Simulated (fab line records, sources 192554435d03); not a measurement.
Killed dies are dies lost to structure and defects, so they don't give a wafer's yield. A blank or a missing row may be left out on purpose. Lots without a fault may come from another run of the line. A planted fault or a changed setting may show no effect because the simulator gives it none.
One fault seen from 3 desks | flow n5_finfet | each desk has only its own numbers; what lay behind them comes last

THE TOOL OWNER'S DESK: rie_diel-04
The tool's own readings at N5_BEOL_M0_SAQP_HM_OPEN_112 (chemistry CHF3/O2, target SiO2, stops on a-Si, target depth 12 nm, time 13.5 s): means of the sampled wafers that have a number, for each lot that ran on this tool. A lot is out of limits, marked OUT, if its mean lies more than 4 standard deviations from the usual mean; the brackets give that distance.
Columns: A = bias_w at N5_BEOL_M0_SAQP_HM_OPEN_112, usual 170.0 W; B = drypump_motor_current_A at N5_BEOL_M0_SAQP_HM_OPEN_112, usual 5.6 A; C = oes_product_au at N5_BEOL_M0_SAQP_HM_OPEN_112, usual 0.51 a.u.; D = rf_fwd_power_W at N5_BEOL_M0_SAQP_HM_OPEN_112, usual 644.8 W; E = rf_vpp_V at N5_BEOL_M0_SAQP_HM_OPEN_112, usual 522 V; F = showerhead_plenum_p_Torr at N5_BEOL_M0_SAQP_HM_OPEN_112, usual 2.44 Torr; G = throttle_valve_pct at N5_BEOL_M0_SAQP_HM_OPEN_112, usual 18.94 %
lot  | first seen here | A     | B   | C    | D     | E   | F    | G
L472 | day 7 10:47     | 169.2 | 5.6 | 0.49 | 645.5 | 517 | 2.53 | 19.01
L482 | day 9 16:24     | 170.2 | 5.5 | 0.46 | 642.2 | 521 | 2.46 | 19.22
L483 | day 9 23:06     | 169.8 | 5.7 | 0.48 | 642.9 | 522 | 2.48 | 19.11
This desk's finding: nothing out of limits on any of the 3 lots.

THE METROLOGY DESK
What the gauges read, lot by lot, whatever tool the lot ran on: means of the sampled wafers that have a number. A lot is out of limits, marked OUT, if its mean lies more than 4 standard deviations from the usual mean; the brackets give that distance. Of its 12 readings 7 are shown: those that lie furthest out on some lot.
Columns: A = DIBL_N at N5_BEOL_M4_RC_MEAS_101, usual 36.7 mV/V; B = DIBL_P at N5_BEOL_M4_RC_MEAS_101, usual 36.9 mV/V; C = IOFF_N at N5_BEOL_M4_RC_MEAS_101, usual 0.17 nA/um; D = IOFF_P at N5_BEOL_M4_RC_MEAS_101, usual 0.22 nA/um; E = ION_N at N5_BEOL_M4_RC_MEAS_101, usual 678 uA/um; F = VT_N at N5_BEOL_M4_RC_MEAS_101, usual 250 mV; G = VT_P at N5_BEOL_M4_RC_MEAS_101, usual -250 mV
lot  | first seen here | A    | B    | C    | D    | E   | F   | G
L465 | day 5 12:26     | 38.2 | 40.2 | 0.22 | 0.26 | 684 | 248 | -250
L472 | day 7 10:30     | 34.9 | 34.6 | 0.14 | 0.17 | 675 | 254 | -254
L482 | day 9 16:07     | 38.8 | 37.2 | 0.18 | 0.21 | 672 | 248 | -250
L483 | day 9 22:49     | 35.1 | 35.4 | 0.15 | 0.21 | 686 | 248 | -248
L486 | day 11 00:52    | 40.5 | 41.3 | 0.22 | 0.28 | 696 | 246 | -248
L488 | day 11 07:52    | 38.9 | 40.5 | 0.18 | 0.25 | 677 | 252 | -250
This desk's finding: nothing out of limits on any of the 6 lots.

THE DEFECT DESK
What the inspections along the route counted, lot by lot: means of the sampled wafers that have a number. A lot is out of limits, marked OUT, if its mean lies more than 4 standard deviations from the usual mean; the brackets give that distance.
Columns: A = raw_defect_count at N5_BEOL_M0_SAQP_INSPECT_16, usual 499
lot  | first seen here | A
L465 | day 5 12:29     | 451
L472 | day 7 10:34     | 658
L482 | day 9 16:10     | 410
L483 | day 9 22:53     | 426
L486 | day 11 00:56    | 441
L488 | day 11 07:55    | 427
This desk's finding: nothing out of limits on any of the 6 lots.

PUT TOGETHER
The tool owner's desk saw nothing out of limits.
The metrology desk saw nothing out of limits.
The defect desk saw nothing out of limits.

WHAT THE SIMULATOR HAD PUT IN
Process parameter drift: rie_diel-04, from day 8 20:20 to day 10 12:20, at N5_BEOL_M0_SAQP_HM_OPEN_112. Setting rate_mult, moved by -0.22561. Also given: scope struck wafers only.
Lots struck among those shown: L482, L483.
